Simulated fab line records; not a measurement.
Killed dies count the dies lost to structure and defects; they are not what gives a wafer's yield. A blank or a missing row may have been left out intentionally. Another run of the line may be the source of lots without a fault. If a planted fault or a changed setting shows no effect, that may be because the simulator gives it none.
fab line records / flow n5-finfet
[record] lots = 5 wafers = 13 last-day = 18
route steps=1938 shown SD_EPI_P@298 BEOL_M4@1111 PASSIVATION@1936
lots untouched by any fault: they come from a run of this same line in which no faults occurred
start-h: the number of hours between the record's first day and the start of the first shown wafer of the lot / wait-h: time in hours since the lot's previous step / " the same as in the row above / L1.1+2: a row that stands for several wafers / - no value present, or no start provided / * or withheld: withheld / < > ~ a bound
route shown NAME@n: NAME is a module with steps in the file, n the number in the route of the first one / usual: mean and standard deviation over wafers with no fault / same: alike in all rows / chamber/n: place in a boat / sites: readings site by site / _std_site: standard deviation of those values / _edge_site: the outer-site mean with the inner-site mean subtracted / radius-mm: how far each site lies from the wafer's centre / mask NAME#n: copy n / behind: the tool/chamber that last shaped the wafer / hold: why the lot went on hold/how many hours it stayed there/how the hold came to an end / device: the n, p or np transistor that did not switch / end of line: the tests these same wafers got at the end of their route / where a step has no rows: the recipe by itself / killed: at the first sort, the dies lost to defects and structure; wafer yield is something else / map: the dies of a wafer, with x for killed, . for not killed, _ for no die there
set.NAME: the setting that was run; set.NAME@STEP: the one run at that earlier step / model.NAME: the simulator's own value behind a step, which no gauge read
lots at selected steps of the route; one table per step, one row per wafer
services: the hour from which a tool's chamber was out of use, counted from the record's first day as start-h (under 0 if before that day), plus the number of hours and why
[[steps]]
[step N5_SD_EPI_P_EBR_05]
[recipe] solvent = PGMEA ebr-width-mm = 1.5
[step N5_SD_EPI_P_SOFTBAKE_04]
[recipe] temp-c = 110 time-s = 60 resist = CAR-ArF-block
[step N5_SD_EPI_P_EXPOSE_06]
[recipe] mask-id = SD_P_BLK na = 1.35 source-shape = conventional sigma-outer = 0.8 polarization = unpolarized target-cd-nm = 240 dose-mj = 39.5
[step N5_SD_EPI_P_PEB_07]
[recipe] peb-temp-c = 110 peb-time-s = 60 resist = CAR-ArF-block
[step N5_SD_EPI_P_DEVELOP_08]
[recipe] develop-time-s = 30 developer = TMAH resist = CAR-ArF-block dev-temp-c = 23 rinse-liquid = diw dry = air-spin
[step N5_SD_EPI_P_DESCUM_14]
[recipe] chemistry = O2 time-s = 7.9 source-power-w = 50 bias-power-w = 20 pressure-mtorr = 20 rf-frequency-hz = 2.712e+07 temp-c = 40 resist = CAR-ArF-block o2-flow-sccm = 225
[step N5_SD_EPI_P_ETCH_36]
[recipe] chemistry = CF4 target = SiARC target-depth-a = 455 mask-material = CAR-ArF-block time-s = 75.8 ion-energy-ev = 80 pressure-mtorr = 40 source-w = 545 bias-w = 36 Ar_flow_sccm = 100 cf4-flow-sccm = 100 ends = cleared
[step N5_SD_EPI_P_ETCH_37]
[recipe] chemistry = N2/H2 target = SOC overetch-a = 1080 mask-material = SiARC temp-c = 40 ion-energy-ev = 100 source-w = 3000 bias-w = 133 pressure-mtorr = 20 time-s = 486 n2-flow-sccm = 200 h2-flow-sccm = 200 ends = end-point
[step N5_SD_EPI_P_STRIP_38]
[recipe] chemistry = N2/H2 temp-c = 40 n2-flow-sccm = 200 h2-flow-sccm = 200 rf-frequency-hz = 6e+07
[step N5_SD_EPI_P_ETCHBACK_46]
[recipe] chemistry = CH3F/O2 mode = anisotropic-etchback target = SiNx target-depth-a = 175 stop-on = SiO2 over-etch-frac = 0.3 ion-energy-ev = 120 pressure-mtorr = 30 source-w = 395 bias-w = 73 Ar_flow_sccm = 150 CH3F_flow_sccm = 30 O2_flow_sccm = 20
[usual] drypump-motor-current-A = 5.7/0.59 oes-product-au = 0.68/0.084 over-etch-frac = 0.3/0 rf-fwd-power-W = 393.4/1.2 rf-vpp-V = 297/5.6 showerhead-plenum-p-Torr = 2.03/0.07 throttle-valve-pct = 16.30/0.2
lot.wafer=L615.1 tool=rie-diel-04 chamber=2 start-h=56.36 wait-h=0.0 drypump-motor-current-A=5.4 oes-product-au=0.61 over-etch-frac=0.3 rf-fwd-power-W=393.2 rf-hours-counter-h=243 rf-vpp-V=288 showerhead-plenum-p-Torr=1.89 throttle-valve-pct=16.56 model.SiARC_of_SD_EPI_P_COAT_35.thk-nm=15.6
lot.wafer=L615.4 tool=rie-diel-04 chamber=1 start-h=56.36 wait-h=0.0 drypump-motor-current-A=4.7 oes-product-au=0.62 over-etch-frac=0.3 rf-fwd-power-W=392.9 rf-hours-counter-h=- rf-vpp-V=294 showerhead-plenum-p-Torr=2.08 throttle-valve-pct=16.17 model.SiARC_of_SD_EPI_P_COAT_35.thk-nm=15.6
lot.wafer=L615.5 tool=rie-diel-04 chamber=3 start-h=56.36 wait-h=0.0 drypump-motor-current-A=5.5 oes-product-au=0.59 over-etch-frac=0.3 rf-fwd-power-W=393.0 rf-hours-counter-h=- rf-vpp-V=301 showerhead-plenum-p-Torr=2.06 throttle-valve-pct=16.39 model.SiARC_of_SD_EPI_P_COAT_35.thk-nm=15.8
lot.wafer=L629.3 tool=rie-diel-04 chamber=3 start-h=140.63 wait-h=0.0 drypump-motor-current-A=5.5 oes-product-au=0.73 over-etch-frac=0.47677 rf-fwd-power-W=393.2 rf-hours-counter-h=8 rf-vpp-V=299 showerhead-plenum-p-Torr=2.05 throttle-valve-pct=15.97 model.SiARC_of_SD_EPI_P_COAT_35.thk-nm=14.8
lot.wafer=L629.6 tool=rie-diel-04 chamber=1 start-h=140.63 wait-h=0.0 drypump-motor-current-A=4.7 oes-product-au=0.60 over-etch-frac=0.3 rf-fwd-power-W=395.9 rf-hours-counter-h=- rf-vpp-V=296 showerhead-plenum-p-Torr=2.07 throttle-valve-pct=16.24 model.SiARC_of_SD_EPI_P_COAT_35.thk-nm=15.6
lot.wafer=L632.3 tool=rie-diel-04 chamber=0 start-h=155.39 wait-h=0.0 drypump-motor-current-A=6.4 oes-product-au=0.70 over-etch-frac=0.47677 rf-fwd-power-W=395.6 rf-hours-counter-h=30 rf-vpp-V=303 showerhead-plenum-p-Torr=2.03 throttle-valve-pct=16.38 model.SiARC_of_SD_EPI_P_COAT_35.thk-nm=13.8
lot.wafer=L632.5 tool=rie-diel-04 chamber=2 start-h=155.39 wait-h=0.0 drypump-motor-current-A=5.4 oes-product-au=0.78 over-etch-frac=0.3 rf-fwd-power-W=394.1 rf-hours-counter-h=- rf-vpp-V=291 showerhead-plenum-p-Torr=2.13 throttle-valve-pct=16.15 model.SiARC_of_SD_EPI_P_COAT_35.thk-nm=14.8
lot.wafer=L632.6 tool=rie-diel-04 chamber=3 start-h=155.39 wait-h=0.0 drypump-motor-current-A=5.5 oes-product-au=0.77 over-etch-frac=0.3 rf-fwd-power-W=393.5 rf-hours-counter-h=- rf-vpp-V=301 showerhead-plenum-p-Torr=2.05 throttle-valve-pct=15.97 model.SiARC_of_SD_EPI_P_COAT_35.thk-nm=15
lot.wafer=L634.2 tool=rie-diel-04 chamber=1 start-h=167.53 wait-h=0.0 drypump-motor-current-A=4.7 oes-product-au=0.55 over-etch-frac=0.47677 rf-fwd-power-W=394.9 rf-hours-counter-h=246 rf-vpp-V=296 showerhead-plenum-p-Torr=2.07 throttle-valve-pct=16.23 model.SiARC_of_SD_EPI_P_COAT_35.thk-nm=14.8
lot.wafer=L634.3 tool=rie-diel-04 chamber=3 start-h=167.53 wait-h=0.0 drypump-motor-current-A=5.5 oes-product-au=0.71 over-etch-frac=0.47677 rf-fwd-power-W=391.3 rf-hours-counter-h=16 rf-vpp-V=300 showerhead-plenum-p-Torr=2.05 throttle-valve-pct=15.97 model.SiARC_of_SD_EPI_P_COAT_35.thk-nm=14.6
lot.wafer=L638.1 tool=rie-diel-06 chamber=2 start-h=193.03 wait-h=0.0 drypump-motor-current-A=5.5 oes-product-au=0.77 over-etch-frac=0.3 rf-fwd-power-W=391.0 rf-hours-counter-h=19 rf-vpp-V=296 showerhead-plenum-p-Torr=1.97 throttle-valve-pct=15.89 model.SiARC_of_SD_EPI_P_COAT_35.thk-nm=14.6
lot.wafer=L638.3 tool=rie-diel-06 chamber=1 start-h=193.03 wait-h=0.0 drypump-motor-current-A=6.8 oes-product-au=0.59 over-etch-frac=0.3 rf-fwd-power-W=394.4 rf-hours-counter-h=213 rf-vpp-V=292 showerhead-plenum-p-Torr=2.05 throttle-valve-pct=16.52 model.SiARC_of_SD_EPI_P_COAT_35.thk-nm=15.8
lot.wafer=L638.5 tool=rie-diel-06 chamber=0 start-h=193.03 wait-h=0.0 drypump-motor-current-A=5.9 oes-product-au=0.77 over-etch-frac=0.3 rf-fwd-power-W=393.8 rf-hours-counter-h=- rf-vpp-V=304 showerhead-plenum-p-Torr=2.06 throttle-valve-pct=16.16 model.SiARC_of_SD_EPI_P_COAT_35.thk-nm=15.2
[step N5_SD_EPI_P_ETCH_47]
[recipe] chemistry = CH3F/O2 target = SiOCN target-depth-a = 250 mask-material = SOC ion-energy-ev = 60 bias-w = 29 pressure-mtorr = 30 source-w = 410 Ar_flow_sccm = 150 CH3F_flow_sccm = 30 O2_flow_sccm = 20
[step N5_SD_EPI_P_ETCH_16]
[recipe] chemistry = CHF3/O2 target = SiO2 target-depth-a = 50 mask-material = SOC pressure-mtorr = 30 source-w = 650 bias-w = 170 Ar_flow_sccm = 200 CHF3_flow_sccm = 50 O2_flow_sccm = 5 ion-energy-ev = 200
[usual] drypump-motor-current-A = 5.7/0.59 oes-product-au = 0.79/0.1 rf-fwd-power-W = 644/3.1 rf-vpp-V = 524/9.9 showerhead-plenum-p-Torr = 2.44/0.081 throttle-valve-pct = 18.84/0.19
lot.wafer=L615.1 tool=rie-diel-04 chamber=2 start-h=56.56 wait-h=0.1 drypump-motor-current-A=5.4 oes-product-au=0.70 rf-fwd-power-W=645 rf-hours-counter-h=243 rf-vpp-V=508 showerhead-plenum-p-Torr=2.29 throttle-valve-pct=19.08 model.SiARC_of_SD_EPI_P_COAT_35.thk-nm=12
lot.wafer=L615.4 tool=rie-diel-04 chamber=1 start-h=56.56 wait-h=0.1 drypump-motor-current-A=4.7 oes-product-au=0.73 rf-fwd-power-W=645 rf-hours-counter-h=- rf-vpp-V=521 showerhead-plenum-p-Torr=2.50 throttle-valve-pct=18.70 model.SiARC_of_SD_EPI_P_COAT_35.thk-nm=12
lot.wafer=L615.5 tool=rie-diel-04 chamber=3 start-h=56.56 wait-h=0.1 drypump-motor-current-A=5.5 oes-product-au=0.68 rf-fwd-power-W=645 rf-hours-counter-h=- rf-vpp-V=530 showerhead-plenum-p-Torr=2.49 throttle-valve-pct=18.91 model.SiARC_of_SD_EPI_P_COAT_35.thk-nm=12.4
lot.wafer=L629.3 tool=rie-diel-04 chamber=3 start-h=140.83 wait-h=0.1 drypump-motor-current-A=5.5 oes-product-au=0.93 rf-fwd-power-W=638 rf-hours-counter-h=8 rf-vpp-V=529 showerhead-plenum-p-Torr=2.48 throttle-valve-pct=18.56 model.SiARC_of_SD_EPI_P_COAT_35.thk-nm=11
lot.wafer=L629.6 tool=rie-diel-04 chamber=1 start-h=140.83 wait-h=0.1 drypump-motor-current-A=4.7 oes-product-au=0.70 rf-fwd-power-W=645 rf-hours-counter-h=- rf-vpp-V=520 showerhead-plenum-p-Torr=2.49 throttle-valve-pct=18.74 model.SiARC_of_SD_EPI_P_COAT_35.thk-nm=12
lot.wafer=L632.3 tool=rie-diel-04 chamber=0 start-h=155.59 wait-h=0.1 drypump-motor-current-A=6.4 oes-product-au=0.89 rf-fwd-power-W=650 rf-hours-counter-h=30 rf-vpp-V=537 showerhead-plenum-p-Torr=2.45 throttle-valve-pct=18.96 model.SiARC_of_SD_EPI_P_COAT_35.thk-nm=10
lot.wafer=L632.5 tool=rie-diel-04 chamber=2 start-h=155.59 wait-h=0.1 drypump-motor-current-A=5.4 oes-product-au=0.91 rf-fwd-power-W=643 rf-hours-counter-h=- rf-vpp-V=516 showerhead-plenum-p-Torr=2.57 throttle-valve-pct=18.73 model.SiARC_of_SD_EPI_P_COAT_35.thk-nm=11.2
lot.wafer=L632.6 tool=rie-diel-04 chamber=3 start-h=155.59 wait-h=0.1 drypump-motor-current-A=5.5 oes-product-au=0.91 rf-fwd-power-W=639 rf-hours-counter-h=- rf-vpp-V=528 showerhead-plenum-p-Torr=2.47 throttle-valve-pct=18.57 model.SiARC_of_SD_EPI_P_COAT_35.thk-nm=11.4
lot.wafer=L634.2 tool=rie-diel-04 chamber=1 start-h=167.73 wait-h=0.1 drypump-motor-current-A=4.7 oes-product-au=0.70 rf-fwd-power-W=643 rf-hours-counter-h=246 rf-vpp-V=520 showerhead-plenum-p-Torr=2.49 throttle-valve-pct=18.77 model.SiARC_of_SD_EPI_P_COAT_35.thk-nm=11.2
lot.wafer=L634.3 tool=rie-diel-04 chamber=3 start-h=167.73 wait-h=0.1 drypump-motor-current-A=5.5 oes-product-au=0.91 rf-fwd-power-W=638 rf-hours-counter-h=16 rf-vpp-V=529 showerhead-plenum-p-Torr=2.47 throttle-valve-pct=18.57 model.SiARC_of_SD_EPI_P_COAT_35.thk-nm=11
lot.wafer=L638.1 tool=rie-diel-06 chamber=2 start-h=193.23 wait-h=0.1 drypump-motor-current-A=5.4 oes-product-au=0.91 rf-fwd-power-W=639 rf-hours-counter-h=19 rf-vpp-V=522 showerhead-plenum-p-Torr=2.37 throttle-valve-pct=18.43 model.SiARC_of_SD_EPI_P_COAT_35.thk-nm=11
lot.wafer=L638.3 tool=rie-diel-06 chamber=1 start-h=193.23 wait-h=0.1 drypump-motor-current-A=6.7 oes-product-au=0.68 rf-fwd-power-W=648 rf-hours-counter-h=213 rf-vpp-V=513 showerhead-plenum-p-Torr=2.47 throttle-valve-pct=19.04 model.SiARC_of_SD_EPI_P_COAT_35.thk-nm=12.2
lot.wafer=L638.5 tool=rie-diel-06 chamber=0 start-h=193.23 wait-h=0.1 drypump-motor-current-A=5.9 oes-product-au=0.90 rf-fwd-power-W=642 rf-hours-counter-h=- rf-vpp-V=537 showerhead-plenum-p-Torr=2.47 throttle-valve-pct=18.72 model.SiARC_of_SD_EPI_P_COAT_35.thk-nm=11.6
[step N5_SD_EPI_P_STRIP_50]
[recipe] chemistry = CHF3/O2 resist = SiARC rf-frequency-hz = 6e+07
[step N5_BEOL_M4_RC_MEAS_101]
[usual] DIBL_N = 36.3/1.7 DIBL_P = 36.0/1.9 IOFF_N = 0.156/0.028 IOFF_P = 0.21/0.036 ION_N = 675/11 ION_P = 463/7.8 SS_N = 71.6/0.59 SS_P = 73.2/0.63 VT_N = 250/3.1 VT_P = -251/3.4
lot.wafer=L615.1 tool=prober-02 chamber=0 start-h=161.82 wait-h=0.7 DIBL_N[mV/V]=34.3 DIBL_P[mV/V]=35.0 IOFF_N[nA/um]=0.128 IOFF_P[nA/um]=0.18 ION_N[uA/um]=664 ION_P[uA/um]=459 SS_N[mV/dec]=71.8 SS_P[mV/dec]=72.2 VT_N[mV]=251 VT_P[mV]=-255
lot.wafer=L615.4 tool=prober-02 chamber=0 start-h=161.82 wait-h=0.7 DIBL_N[mV/V]=32.3 DIBL_P[mV/V]=33.3 IOFF_N[nA/um]=0.095 IOFF_P[nA/um]=0.15 ION_N[uA/um]=653 ION_P[uA/um]=450 SS_N[mV/dec]=71.3 SS_P[mV/dec]=72.5 VT_N[mV]=258 VT_P[mV]=-255
lot.wafer=L615.5 tool=prober-02 chamber=0 start-h=161.82 wait-h=0.7 DIBL_N[mV/V]=34.2 DIBL_P[mV/V]=35.1 IOFF_N[nA/um]=0.130 IOFF_P[nA/um]=0.18 ION_N[uA/um]=672 ION_P[uA/um]=465 SS_N[mV/dec]=71.4 SS_P[mV/dec]=72.7 VT_N[mV]=253 VT_P[mV]=-251
lot.wafer=L629.3 tool=prober-02 chamber=0 start-h=248.62 wait-h=0.3 DIBL_N[mV/V]=35.5 DIBL_P[mV/V]=37.2 IOFF_N[nA/um]=0.142 IOFF_P[nA/um]=0.19 ION_N[uA/um]=672 ION_P[uA/um]=457 SS_N[mV/dec]=71.6 SS_P[mV/dec]=72.9 VT_N[mV]=254 VT_P[mV]=-253
lot.wafer=L629.6 tool=prober-02 chamber=0 start-h=248.62 wait-h=0.3 DIBL_N[mV/V]=38.2 DIBL_P[mV/V]=39.8 IOFF_N[nA/um]=0.205 IOFF_P[nA/um]=0.23 ION_N[uA/um]=685 ION_P[uA/um]=463 SS_N[mV/dec]=72.3 SS_P[mV/dec]=73.4 VT_N[mV]=248 VT_P[mV]=-251
lot.wafer=L632.3 tool=prober-02 chamber=0 start-h=261.38 wait-h=0.3 DIBL_N[mV/V]=34.2 DIBL_P[mV/V]=36.8 IOFF_N[nA/um]=0.128 IOFF_P[nA/um]=0.21 ION_N[uA/um]=673 ION_P[uA/um]=471 SS_N[mV/dec]=71.2 SS_P[mV/dec]=73.1 VT_N[mV]=253 VT_P[mV]=-249
lot.wafer=L632.5 tool=prober-02 chamber=0 start-h=261.38 wait-h=0.3 DIBL_N[mV/V]=31.7 DIBL_P[mV/V]=32.2 IOFF_N[nA/um]=0.095 IOFF_P[nA/um]=0.15 ION_N[uA/um]=653 ION_P[uA/um]=454 SS_N[mV/dec]=70.3 SS_P[mV/dec]=71.8 VT_N[mV]=258 VT_P[mV]=-256
lot.wafer=L632.6 tool=prober-02 chamber=0 start-h=261.38 wait-h=0.3 DIBL_N[mV/V]=36.7 DIBL_P[mV/V]=39.0 IOFF_N[nA/um]=0.169 IOFF_P[nA/um]=0.23 ION_N[uA/um]=669 ION_P[uA/um]=465 SS_N[mV/dec]=72.0 SS_P[mV/dec]=73.6 VT_N[mV]=250 VT_P[mV]=-252
lot.wafer=L634.2 tool=prober-02 chamber=0 start-h=280.42 wait-h=0.2 DIBL_N[mV/V]=35.2 DIBL_P[mV/V]=35.2 IOFF_N[nA/um]=0.142 IOFF_P[nA/um]=0.20 ION_N[uA/um]=672 ION_P[uA/um]=461 SS_N[mV/dec]=70.8 SS_P[mV/dec]=73.3 VT_N[mV]=251 VT_P[mV]=-250
lot.wafer=L634.3 tool=prober-02 chamber=0 start-h=280.42 wait-h=0.2 DIBL_N[mV/V]=37.6 DIBL_P[mV/V]=38.1 IOFF_N[nA/um]=0.175 IOFF_P[nA/um]=0.24 ION_N[uA/um]=683 ION_P[uA/um]=469 SS_N[mV/dec]=71.3 SS_P[mV/dec]=74.1 VT_N[mV]=248 VT_P[mV]=-251
lot.wafer=L638.1 tool=prober-01 chamber=0 start-h=320.07 wait-h=0.0 DIBL_N[mV/V]=39.5 DIBL_P[mV/V]=37.7 IOFF_N[nA/um]=0.194 IOFF_P[nA/um]=0.27 ION_N[uA/um]=682 ION_P[uA/um]=475 SS_N[mV/dec]=71.8 SS_P[mV/dec]=74.2 VT_N[mV]=247 VT_P[mV]=-243
lot.wafer=L638.3 tool=prober-01 chamber=0 start-h=320.07 wait-h=0.0 DIBL_N[mV/V]=38.9 DIBL_P[mV/V]=37.6 IOFF_N[nA/um]=0.184 IOFF_P[nA/um]=0.26 ION_N[uA/um]=681 ION_P[uA/um]=471 SS_N[mV/dec]=71.8 SS_P[mV/dec]=73.9 VT_N[mV]=247 VT_P[mV]=-244
lot.wafer=L638.5 tool=prober-01 chamber=0 start-h=320.07 wait-h=0.0 DIBL_N[mV/V]=37.0 DIBL_P[mV/V]=35.2 IOFF_N[nA/um]=0.149 IOFF_P[nA/um]=0.22 ION_N[uA/um]=663 ION_P[uA/um]=461 SS_N[mV/dec]=71.9 SS_P[mV/dec]=72.4 VT_N[mV]=250 VT_P[mV]=-247
[step N5_PASSIVATION_PROBE_49]
[usual] defect-limited-yield = 91.5/1.5 killed_at_M0_to_M3 = 30/11 killed_at_M4_up = 13/4.9 killed-at-contacts = 14/6.5 killed-at-front-end = 40/11 killed-at-other = 3.3/2.7 killed-dies = 100/18 killed-open = 67/14 killed-short = 32/7.8 sort_bin_5_function = 5.0/0.97 sort_bin_6_memory = 3.2/0.75 sort-n-pass = 1080/18 sort-yield-pct = 91.5/1.5
[same] gross-dies = 1180 killed-at-back-side = 0 sort_bin_4_leakage[%] = 0 sort_bin_8_speed[%] = 0
lot.wafer=L615.1 tool=prober-01 chamber=- start-h=262.67 wait-h=0.0 defect-limited-yield[%]=91.8 killed_at_M0_to_M3=32 killed_at_M4_up=6 killed-at-contacts=21 killed-at-front-end=32 killed-at-other=6 killed-dies=97 killed-open=64 killed-short=33 sort_bin_5_function[%]=4.2 sort_bin_6_memory[%]=3.6 sort-n-pass=1083 sort-yield-pct[%]=91.8
lot.wafer=L615.4 tool=prober-01 chamber=- start-h=262.82 wait-h=0.2 defect-limited-yield[%]=94.1 killed_at_M0_to_M3=26 killed_at_M4_up=5 killed-at-contacts=10 killed-at-front-end=28 killed-at-other=1 killed-dies=70 killed-open=41 killed-short=29 sort_bin_5_function[%]=3.4 sort_bin_6_memory[%]=2.3 sort-n-pass=1110 sort-yield-pct[%]=94.1
lot.wafer=L615.5 tool=prober-01 chamber=- start-h=262.87 wait-h=0.2 defect-limited-yield[%]=93.4 killed_at_M0_to_M3=17 killed_at_M4_up=10 killed-at-contacts=20 killed-at-front-end=24 killed-at-other=7 killed-dies=78 killed-open=44 killed-short=30 sort_bin_5_function[%]=3.5 sort_bin_6_memory[%]=3.1 sort-n-pass=1102 sort-yield-pct[%]=93.4
lot.wafer=L632.3 tool=prober-01 chamber=- start-h=366.63 wait-h=0.1 defect-limited-yield[%]=93.1 killed_at_M0_to_M3=17 killed_at_M4_up=7 killed-at-contacts=14 killed-at-front-end=41 killed-at-other=2 killed-dies=81 killed-open=48 killed-short=32 sort_bin_5_function[%]=4.2 sort_bin_6_memory[%]=2.3 sort-n-pass=1099 sort-yield-pct[%]=93.1
lot.wafer=L632.5 tool=prober-01 chamber=- start-h=366.73 wait-h=0.2 defect-limited-yield[%]=91.7 killed_at_M0_to_M3=43 killed_at_M4_up=15 killed-at-contacts=9 killed-at-front-end=29 killed-at-other=2 killed-dies=98 killed-open=62 killed-short=34 sort_bin_5_function[%]=4.4 sort_bin_6_memory[%]=3.4 sort-n-pass=1082 sort-yield-pct[%]=91.7
lot.wafer=L632.6 tool=prober-01 chamber=- start-h=366.78 wait-h=0.3 defect-limited-yield[%]=92.8 killed_at_M0_to_M3=17 killed_at_M4_up=8 killed-at-contacts=20 killed-at-front-end=35 killed-at-other=5 killed-dies=85 killed-open=56 killed-short=21 sort_bin_5_function[%]=4.2 sort_bin_6_memory[%]=2.2 sort-n-pass=1095 sort-yield-pct[%]=92.8
lot.wafer=L629.3 tool=prober-01 chamber=- start-h=369.11 wait-h=0.1 defect-limited-yield[%]=93.8 killed_at_M0_to_M3=16 killed_at_M4_up=11 killed-at-contacts=8 killed-at-front-end=36 killed-at-other=2 killed-dies=73 killed-open=37 killed-short=34 sort_bin_5_function[%]=3.5 sort_bin_6_memory[%]=2.5 sort-n-pass=1107 sort-yield-pct[%]=93.8
lot.wafer=L629.6 tool=prober-01 chamber=- start-h=369.26 wait-h=0.3 defect-limited-yield[%]=93.1 killed_at_M0_to_M3=27 killed_at_M4_up=8 killed-at-contacts=9 killed-at-front-end=38 killed-at-other=0 killed-dies=82 killed-open=57 killed-short=24 sort_bin_5_function[%]=3.8 sort_bin_6_memory[%]=2.9 sort-n-pass=1098 sort-yield-pct[%]=93.1
lot.wafer=L634.2 tool=prober-01 chamber=- start-h=384.96 wait-h=0.1 defect-limited-yield[%]=93.4 killed_at_M0_to_M3=25 killed_at_M4_up=8 killed-at-contacts=11 killed-at-front-end=33 killed-at-other=1 killed-dies=78 killed-open=55 killed-short=22 sort_bin_5_function[%]=4.0 sort_bin_6_memory[%]=2.2 sort-n-pass=1102 sort-yield-pct[%]=93.4
lot.wafer=L634.3 tool=prober-01 chamber=- start-h=385.01 wait-h=0.1 defect-limited-yield[%]=91.0 killed_at_M0_to_M3=39 killed_at_M4_up=12 killed-at-contacts=16 killed-at-front-end=39 killed-at-other=0 killed-dies=106 killed-open=82 killed-short=23 sort_bin_5_function[%]=4.9 sort_bin_6_memory[%]=3.9 sort-n-pass=1074 sort-yield-pct[%]=91.0
// killed by level:class
L615.1 MOL_CONTACT_COAG:geometric-particle:open=16 BEOL_M2:geometric-particle:open=15 FIN_SAQP:geometric-particle:short=12 MOL_CONTACT_COAG:geometric-particle:short=5 BEOL_M1:geometric-particle:open=5 BEOL_M0_SAQP:geometric-particle:open=4 FIN_SAQP:geometric-particle:open=3 STI_FIN_REVEAL:geometric-particle:open=3
L615.4 FIN_SAQP:geometric-particle:short=9 MOL_CONTACT_COAG:geometric-particle:open=9 BEOL_M0_SAQP:geometric-particle:open=6 BEOL_M2:geometric-particle:open=5 BEOL_M3:geometric-particle:open=5 STARTING-WAFER:geometric-particle:short=5 ILD0:geometric-particle:open=4 FIN_SAQP:geometric-particle:open=3
L615.5 MOL_CONTACT_COAG:geometric-particle:open=15 FIN_SAQP:geometric-particle:short=7 BEOL_M0:geometric-particle:open=7 FIN_SAQP:geometric-particle:open=5 MOL_CONTACT_COAG:geometric-particle:short=5 MIM_TOP:geometric-particle:short=3 STARTING-WAFER:geometric-particle:short=3 BEOL_M13:coat-microbubble-printed=3
L632.3 MOL_CONTACT_COAG:geometric-particle:open=12 FIN_SAQP:geometric-particle:short=10 FIN_SAQP:geometric-particle:open=7 STI_FIN_REVEAL:geometric-particle:open=6 BEOL_M0_SAQP:geometric-particle:short=5 STI_FIN_REVEAL:geometric-particle:short=4 DUMMY_GATE:geometric-particle:open=4 BEOL_M3:geometric-particle:open=4
L632.5 BEOL_M0_SAQP:geometric-particle:short=11 BEOL_M2:geometric-particle:open=9 FIN_SAQP:geometric-particle:open=7 MOL_CONTACT_COAG:geometric-particle:open=7 BEOL_M0_SAQP:geometric-particle:open=6 BEOL_M3:geometric-particle:open=6 DUMMY_GATE:geometric-particle:open=5 BEOL_M1:geometric-particle:open=5
L632.6 MOL_CONTACT_COAG:geometric-particle:open=17 HKMG_FIN:area-etch=8 DUMMY_GATE:geometric-particle:open=7 BEOL_M2:geometric-particle:open=6 FIN_SAQP:geometric-particle:short=5 BEOL_M3:geometric-particle:open=5 FIN_SAQP:geometric-particle:open=3 STI_FIN_REVEAL:geometric-particle:open=3
L629.3 FIN_SAQP:geometric-particle:short=10 STI_FIN_REVEAL:geometric-particle:open=6 BEOL_M0_SAQP:geometric-particle:short=6 MOL_CONTACT_COAG:geometric-particle:open=5 BEOL_M0_SAQP:geometric-particle:open=5 GATE_CUT:geometric-particle:short=4 FIN_SAQP:geometric-particle:open=3 GATE_CUT:geometric-particle:open=3
L629.6 STI_FIN_REVEAL:geometric-particle:open=8 BEOL_M3:geometric-particle:open=7 FIN_SAQP:geometric-particle:open=6 FIN_SAQP:geometric-particle:short=6 MOL_CONTACT_COAG:geometric-particle:open=6 DUMMY_GATE:geometric-particle:open=5 BEOL_M2:geometric-particle:open=5 GATE_CUT:geometric-particle:open=4
L634.2 BEOL_M2:geometric-particle:open=13 MOL_CONTACT_COAG:geometric-particle:open=9 STI_FIN_REVEAL:geometric-particle:open=7 DUMMY_GATE:geometric-particle:open=5 BEOL_M1:geometric-particle:open=5 FIN_SAQP:geometric-particle:short=4 FIN_SAQP:geometric-particle:open=3 STI_FIN_REVEAL:geometric-particle:short=3
L634.3 BEOL_M1:geometric-particle:open=22 MOL_CONTACT_COAG:geometric-particle:open=16 FIN_SAQP:geometric-particle:open=11 FIN_SAQP:geometric-particle:short=7 GATE_CUT:geometric-particle:short=5 BEOL_M2:geometric-particle:open=5 DUMMY_GATE:geometric-particle:open=4 BEOL_M3:geometric-particle:open=4
[[services]]
tool=rie-diel-04 chamber=0 start-h=51.32 hours=- kind=clean
tool=rie-diel-04 chamber=0 start-h=51.32 hours=- kind=consumable-replace:focus-ring
tool=rie-diel-04 chamber=0 start-h=51.32 hours=13.0 kind=scheduled-down
tool=rie-diel-04 chamber=0 start-h=51.32 hours=13.0 kind=vent-cycle
tool=rie-diel-04 chamber=2 start-h=75.18 hours=- kind=clean
tool=rie-diel-04 chamber=2 start-h=75.18 hours=- kind=consumable-replace:focus-ring
tool=rie-diel-04 chamber=2 start-h=75.18 hours=- kind=consumable-replace:showerhead
tool=rie-diel-04 chamber=2 start-h=75.18 hours=23.0 kind=scheduled-down
tool=rie-diel-04 chamber=2 start-h=75.18 hours=23.0 kind=vent-cycle
tool=rie-diel-06 chamber=0 start-h=95.13 hours=- kind=clean
tool=rie-diel-06 chamber=0 start-h=95.13 hours=- kind=consumable-replace:focus-ring
tool=rie-diel-06 chamber=0 start-h=95.13 hours=16.2 kind=scheduled-down
tool=rie-diel-06 chamber=0 start-h=95.13 hours=16.2 kind=vent-cycle
tool=rie-diel-04 chamber=3 start-h=101.37 hours=- kind=clean
tool=rie-diel-04 chamber=3 start-h=101.37 hours=- kind=consumable-replace:focus-ring
tool=rie-diel-04 chamber=3 start-h=101.37 hours=12.9 kind=scheduled-down
tool=rie-diel-04 chamber=3 start-h=101.37 hours=12.9 kind=vent-cycle
tool=rie-diel-06 chamber=3 start-h=104.73 hours=4.3 kind=repair
tool=rie-diel-06 chamber=2 start-h=111.69 hours=- kind=clean
tool=rie-diel-04 chamber=1 start-h=179.78 hours=2.1 kind=repair
tool=rie-diel-04 chamber=1 start-h=183.93 hours=- kind=clean
tool=rie-diel-04 chamber=1 start-h=183.93 hours=- kind=consumable-replace:focus-ring
tool=rie-diel-04 chamber=1 start-h=183.93 hours=21.3 kind=scheduled-down
tool=rie-diel-04 chamber=1 start-h=183.93 hours=21.3 kind=vent-cycle
[[key]]
[first-sign] step = N5_SD_EPI_P_ETCHBACK_46 reading = over-etch-frac direction = up sigmas = 99+ usual = 0.3 struck = 0.47677
effect none on later readings
[model-effect] step = N5_SD_EPI_P_ETCHBACK_46 value = SiARC_of_SD_EPI_P_COAT_35.thk-nm without = 15.1 struck = 14.5
[model-effect] step = N5_SD_EPI_P_ETCH_16 value = SiARC_of_SD_EPI_P_COAT_35.thk-nm without = 11.5 struck = 10.8
met-at N5_SD_EPI_P_ETCHBACK_46
struck-wafers L629.3,L632.3,L634.2,L634.3
onset-between 56.36 140.63
[fault] kind = process-parameter-drift tool = rie-diel-04 chamber = - onset-h = 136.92 steps = N5_SD_EPI_P_ETCHBACK_46 channel = over-etch-frac offset = 0.17677 shape = step end-h = 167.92 scope = struck-wafers-only acts-in = these-recipes-only stated = 0.3
